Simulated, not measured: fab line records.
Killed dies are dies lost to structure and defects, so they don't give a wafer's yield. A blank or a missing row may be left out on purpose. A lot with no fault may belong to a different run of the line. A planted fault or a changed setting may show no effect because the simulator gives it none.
Which tool is to blame?	flow nandHarc	20 lots with 60 wafers sampled at 5 steps, on a route of 1159 steps

## WHAT THE GAUGES READ, wafer by wafer
NHARC_P_M1_CD_MEAS_16.
lot	measured	on	cdNm (nm)
L074	day 6 00:48	cdSem-02	130.1 130.3 130.5
L075	day 6 15:43	cdSem-03	130.3 130.8 129.9
L077	day 6 19:10	cdSem-02	130.4 130.7 130.9
L076	day 6 18:42	cdSem-02	131.0 129.8 129.8
L078	day 7 05:41	cdSem-03	130.5 129.8 130.4
L080	day 7 14:41	cdSem-02	130.9 129.8 129.8
L081	day 8 07:32	cdSem-02	129.2 130.0 129.8
L082	day 8 12:44	cdSem-02	129.5 129.6 130.2
L085	day 8 17:52	cdSem-01	128.8 128.8 130.0
L084	day 8 18:13	cdSem-03	130.0 129.3 129.2
L087	day 9 10:50	cdSem-03	129.4 129.8 130.4
L086	day 9 12:39	cdSem-01	130.7 130.4 130.8
L088	day 10 02:42	cdSem-02	129.8 129.3 129.3
L089	day 10 02:07	cdSem-02	129.5 130.9 130.5
L090	day 10 03:20	cdSem-01	130.5 130.0 130.1
L091	day 10 11:13	cdSem-02	129.4 129.3 129.5
L092	day 10 09:04	cdSem-02	130.2 130.0 130.1
L093	day 10 16:18	cdSem-03	130.0 129.9 129.5
L095	day 11 04:52	cdSem-03	130.5 130.4 129.9
L097	day 11 12:31	cdSem-03	129.0 128.8 129.9

## WHICH TOOL RAN EACH LOT (tool, then ch and the chambers of the sampled wafers, then the start)
lot	NHARC_P_GATE_STRIP_108	NHARC_P_M0_DESCUM_14	NHARC_P_M0_ETCH_34	NHARC_P_M1_ETCH_35
L074	rieDiel-01 ch 0,1,3, day 4 17:19	rieDiel-09 ch 0,1,3, day 5 20:23	rieDiel-09 ch 0,1,3, day 5 20:28	rieDiel-07 ch 1,2,3, day 6 00:34
L075	rieDiel-01 ch 0,3, day 5 01:50	rieDiel-06 ch 1,2,3, day 6 11:11	rieDiel-06 ch 1,2, day 6 11:14	rieDiel-07 ch 1,2,3, day 6 15:29
L077	rieDiel-01 ch 0,2, day 5 14:09	rieDiel-02 ch 0,2,3, day 6 14:49	rieDiel-02 ch 2,3, day 6 14:53	rieDiel-05 ch 0,3, day 6 18:56
L076	rieDiel-03 ch 1,2,3, day 5 14:14	rieDiel-09 ch 1,3, day 6 14:18	rieDiel-09 ch 1,3, day 6 14:26	rieDiel-07 ch 0,1,3, day 6 18:29
L078	rieDiel-03 ch 0,1,3, day 5 17:43	rieDiel-06 ch 1,3, day 7 01:26	rieDiel-06 ch 0,1,3, day 7 01:30	rieDiel-07 ch 0,2,3, day 7 05:29
L080	rieDiel-01 ch 0,1,2, day 6 10:07	rieDiel-06 ch 0,1,2, day 7 09:59	rieDiel-06 ch 1,2,3, day 7 10:05	rieDiel-05 ch 0,1,2, day 7 14:28
L081	rieDiel-03 ch 1,3, day 7 01:42	rieDiel-09 ch 1,3, day 8 03:08	rieDiel-09 ch 1,3, day 8 03:13	rieDiel-08 ch 2,3, day 8 07:19
L082	rieDiel-01 ch 0,2,3, day 7 03:22	rieDiel-06 ch 0,2,3, day 8 08:19	rieDiel-06 ch 0,3, day 8 08:24	rieDiel-08 ch 1,2, day 8 12:31
L085	rieDiel-04 ch 1,2,3, day 7 12:14	rieDiel-09 ch 1,3, day 8 13:17	rieDiel-09 ch 0,3, day 8 13:22	rieDiel-08 ch 1,3, day 8 17:38
L084	rieDiel-03 ch 0,2,3, day 7 12:23	rieDiel-09 ch 0,1,3, day 8 13:38	rieDiel-09 ch 0,1,2, day 8 13:43	rieDiel-07 ch 1,2,3, day 8 18:01
L087	rieDiel-04 ch 0,3, day 8 03:08	rieDiel-06 ch 0,3, day 9 06:31	rieDiel-06 ch 0,3, day 9 06:36	rieDiel-08 ch 0,3, day 9 10:37
L086	rieDiel-04 ch 1,2,3, day 8 03:36	rieDiel-02 ch 0,2,3, day 9 07:37	rieDiel-02 ch 0,2, day 9 07:41	rieDiel-07 ch 0,1, day 9 12:26
L088	rieDiel-04 ch 1,3, day 8 13:38	rieDiel-02 ch 1,2, day 9 22:08	rieDiel-02 ch 2,3, day 9 22:13	rieDiel-08 ch 0,2, day 10 02:28
L089	rieDiel-03 ch 0,1,2, day 8 13:43	rieDiel-09 ch 1,2,3, day 9 21:34	rieDiel-09 ch 0,1,2, day 9 21:39	rieDiel-08 ch 0,2, day 10 01:52
L090	rieDiel-04 ch 1,3, day 8 19:50	rieDiel-09 ch 1,2, day 9 22:38	rieDiel-09 ch 0,1,2, day 9 22:43	rieDiel-08 ch 0,2, day 10 03:05
L091	rieDiel-01 ch 0,1,3, day 9 04:35	rieDiel-06 ch 1,2,3, day 10 06:28	rieDiel-06 ch 1,2,3, day 10 06:33	rieDiel-05 ch 0,3, day 10 10:59
L092	rieDiel-04 ch 0,1,2, day 9 04:41	rieDiel-02 ch 0,1,2, day 10 04:08	rieDiel-02 ch 1,2,3, day 10 04:13	rieDiel-05 ch 0,1,3, day 10 08:50
L093	rieDiel-03 ch 0,1,2, day 9 12:21	rieDiel-02 ch 0,1,3, day 10 11:47	rieDiel-02 ch 1,2,3, day 10 11:52	rieDiel-08 ch 0,1,2, day 10 16:06
L095	rieDiel-03 ch 1,2,3, day 9 20:44	rieDiel-02 ch 1,2,3, day 11 00:09	rieDiel-02 ch 1,2,3, day 11 00:14	rieDiel-05 ch 0,2,3, day 11 04:38
L097	rieDiel-01 ch 0,2,3, day 10 06:21	rieDiel-02 ch 1,2,3, day 11 07:58	rieDiel-02 ch 0,2, day 11 08:02	rieDiel-08 ch 1,3, day 11 12:17
- NHARC_P_GATE_STRIP_108: strips in O2.
- NHARC_P_M0_DESCUM_14: chemistry O2, time 3 s.
- NHARC_P_M0_ETCH_34: etches the open film in N2/H2, target depth 40 nm, overetch 12 nm, time 43.94 s.
- NHARC_P_M1_ETCH_35: etches the open film in N2/H2, target depth 40 nm, overetch 12 nm, time 43.94 s.

## AS READ BY THE TOOLS THEMSELVES (means over the sampled wafers that have a number; for cases with no such wafer, the mark the record gives instead)
NHARC_P_GATE_STRIP_108.
lot	tool	drypumpMotorCurrentA (A)	oesProductAu (a.u.)	rfVppV (V)	showerheadPlenumPTorr (Torr)	throttleValvePct (%)
L074	rieDiel-01	5.5	1.001	58.1	3.67	17.041
L075	rieDiel-01	5.4	1.000	57.6	3.65	17.034
L077	rieDiel-01	5.4	1.003	57.6	3.54	17.026
L076	rieDiel-03	6.5	1.010	57.7	3.55	17.039
L078	rieDiel-03	6.0	0.992	57.8	3.47	17.044
L080	rieDiel-01	5.5	0.998	58.1	3.55	17.032
L081	rieDiel-03	6.4	1.004	57.7	3.61	17.044
L082	rieDiel-01	5.5	1.006	57.7	3.56	17.033
L085	rieDiel-04	5.9	0.996	57.5	3.45	17.033
L084	rieDiel-03	6.1	1.014	57.4	3.52	17.033
L087	rieDiel-04	6.0	0.993	58.4	3.69	17.031
L086	rieDiel-04	5.9	1.012	58.6	3.44	17.034
L088	rieDiel-04	6.1	1.010	57.0	3.58	17.042
L089	rieDiel-03	6.1	1.000	57.4	3.39	17.034
L090	rieDiel-04	6.1	1.003	57.8	3.58	17.033
L091	rieDiel-01	5.5	0.994	57.8	3.66	17.028
L092	rieDiel-04	5.9	0.999	57.5	3.41	17.046
L093	rieDiel-03	6.2	1.002	57.4	3.39	17.029
L095	rieDiel-03	6.5	0.999	58.1	3.53	17.033
L097	rieDiel-01	5.5	0.999	56.9	3.55	17.035

NHARC_P_M0_DESCUM_14.
lot	tool	drypumpMotorCurrentA (A)	oesProductAu (a.u.)	rfVppV (V)	showerheadPlenumPTorr (Torr)	throttleValvePct (%)
L074	rieDiel-09	5.53	0.989	58.3	1.97	11.318
L075	rieDiel-06	5.73	1.011	58.0	1.89	11.307
L077	rieDiel-02	5.92	1.013	57.4	1.87	11.306
L076	rieDiel-09	5.67	0.994	57.7	1.98	11.315
L078	rieDiel-06	5.69	1.003	57.0	1.83	11.310
L080	rieDiel-06	5.50	1.000	57.5	1.88	11.318
L081	rieDiel-09	5.64	0.999	57.5	1.91	11.301
L082	rieDiel-06	5.59	1.010	57.8	1.89	11.310
L085	rieDiel-09	5.68	0.984	58.1	1.97	11.309
L084	rieDiel-09	5.53	0.989	58.0	1.97	11.311
L087	rieDiel-06	5.44	1.006	57.6	1.83	11.320
L086	rieDiel-02	5.93	1.007	57.2	1.87	11.309
L088	rieDiel-02	6.02	1.003	58.0	1.95	11.312
L089	rieDiel-09	5.71	0.991	57.6	1.90	11.307
L090	rieDiel-09	5.69	0.991	58.6	1.96	11.314
L091	rieDiel-06	5.71	1.009	57.3	1.89	11.304
L092	rieDiel-02	5.98	1.008	58.1	1.89	11.309
L093	rieDiel-02	5.91	1.009	58.3	1.93	11.315
L095	rieDiel-02	5.97	1.008	57.1	1.93	11.306
L097	rieDiel-02	5.95	1.004	57.2	1.93	11.320

NHARC_P_M0_ETCH_34.
lot	tool	drypumpMotorCurrentA (A)	h2FlowSccm (sccm)	oesProductAu (a.u.)	rfVppV (V)	showerheadPlenumPTorr (Torr)	throttleValvePct (%)
L074	rieDiel-09	5.53	150.2	0.986	431.8	2.10	14.168
L075	rieDiel-06	5.62	150.5	1.007	429.4	2.01	14.176
L077	rieDiel-02	5.94	150.2	0.990	429.1	1.99	14.176
L076	rieDiel-09	5.67	150.3	0.987	432.0	2.10	14.179
L078	rieDiel-06	5.55	150.4	1.010	427.3	1.95	14.169
L080	rieDiel-06	5.74	150.3	1.006	430.1	2.01	14.170
L081	rieDiel-09	5.68	149.9	0.991	431.4	2.10	14.168
L082	rieDiel-06	5.65	149.8	1.004	426.4	1.96	14.158
L085	rieDiel-09	5.35	150.2	0.995	432.7	2.10	14.175
L084	rieDiel-09	5.56	150.3	0.985	432.1	2.09	14.170
L087	rieDiel-06	5.42	150.0	1.002	426.8	1.95	14.177
L086	rieDiel-02	5.94	149.8	1.001	427.5	1.94	14.180
L088	rieDiel-02	5.96	150.3	1.009	429.5	1.99	14.175
L089	rieDiel-09	5.56	149.2	0.996	431.8	2.08	14.164
L090	rieDiel-09	5.55	149.8	0.995	431.2	2.08	14.169
L091	rieDiel-06	5.72	149.6	1.008	429.8	2.01	14.177
L092	rieDiel-02	5.95	150.8	1.002	431.4	2.06	14.173
L093	rieDiel-02	5.97	150.0	1.011	431.8	2.06	14.174
L095	rieDiel-02	5.95	150.1	0.999	430.8	2.06	14.166
L097	rieDiel-02	5.95	150.3	1.005	427.7	1.94	14.173

NHARC_P_M1_ETCH_35.
lot	tool	drypumpMotorCurrentA (A)	h2FlowSccm (sccm)	oesProductAu (a.u.)	rfVppV (V)	showerheadPlenumPTorr (Torr)	throttleValvePct (%)
L074	rieDiel-07	5.8	150.0	0.996	429.5	1.99	14.174
L075	rieDiel-07	5.8	150.3	0.994	429.3	1.99	14.179
L077	rieDiel-05	5.7	149.9	1.001	428.5	1.96	14.177
L076	rieDiel-07	5.7	150.0	0.998	428.9	1.98	14.166
L078	rieDiel-07	5.9	150.2	1.009	428.8	2.00	14.169
L080	rieDiel-05	5.9	150.0	0.996	430.4	2.03	14.168
L081	rieDiel-08	5.8	149.9	1.001	429.0	2.00	14.168
L082	rieDiel-08	5.5	150.5	0.990	432.1	2.12	14.171
L085	rieDiel-08	6.2	149.9	0.995	428.7	1.96	14.182
L084	rieDiel-07	5.8	149.6	0.996	430.0	1.99	14.169
L087	rieDiel-08	6.1	150.1	1.006	427.5	1.96	14.174
L086	rieDiel-07	5.7	150.4	0.992	429.6	2.01	14.180
L088	rieDiel-08	5.7	149.8	1.006	432.7	2.10	14.179
L089	rieDiel-08	5.4	149.9	0.992	433.5	2.15	14.172
L090	rieDiel-08	5.7	150.2	1.003	432.8	2.10	14.171
L091	rieDiel-05	5.7	149.8	1.008	428.2	1.96	14.170
L092	rieDiel-05	5.8	150.0	1.013	429.8	2.02	14.169
L093	rieDiel-08	5.8	150.2	1.002	430.9	2.08	14.171
L095	rieDiel-05	5.5	149.8	1.006	427.9	1.95	14.171
L097	rieDiel-08	6.2	150.0	1.005	428.1	1.96	14.170

## THE ANSWER, worked out from the rows above alone
Rule: the usual values come from the lots themselves. The widest of any qualifying gaps counts: lots, ordered by their means at a reading, are off when they make up no more than a third of the lots, leave a main group of 4 or more, and stand apart from it by 3 or more times the standard deviation of that group's means. If all means in a main group match to the digits the tables above print for the reading, that group is not used. A lot without any number at a reading at which 4 lots or more have one is off too. Any other lot the step has rows for is counted as sound. Order of review: gauges by route order, followed by the tools' own readings, for which a lot's mean as printed above is used. The first step at which some lot is off is used, and at that step the reading that is off furthest; a lot without a number counts as furthest.
None of the lots is off at any reading shown; this tells nothing.

## WHAT THE SIMULATOR HAD INSERTED
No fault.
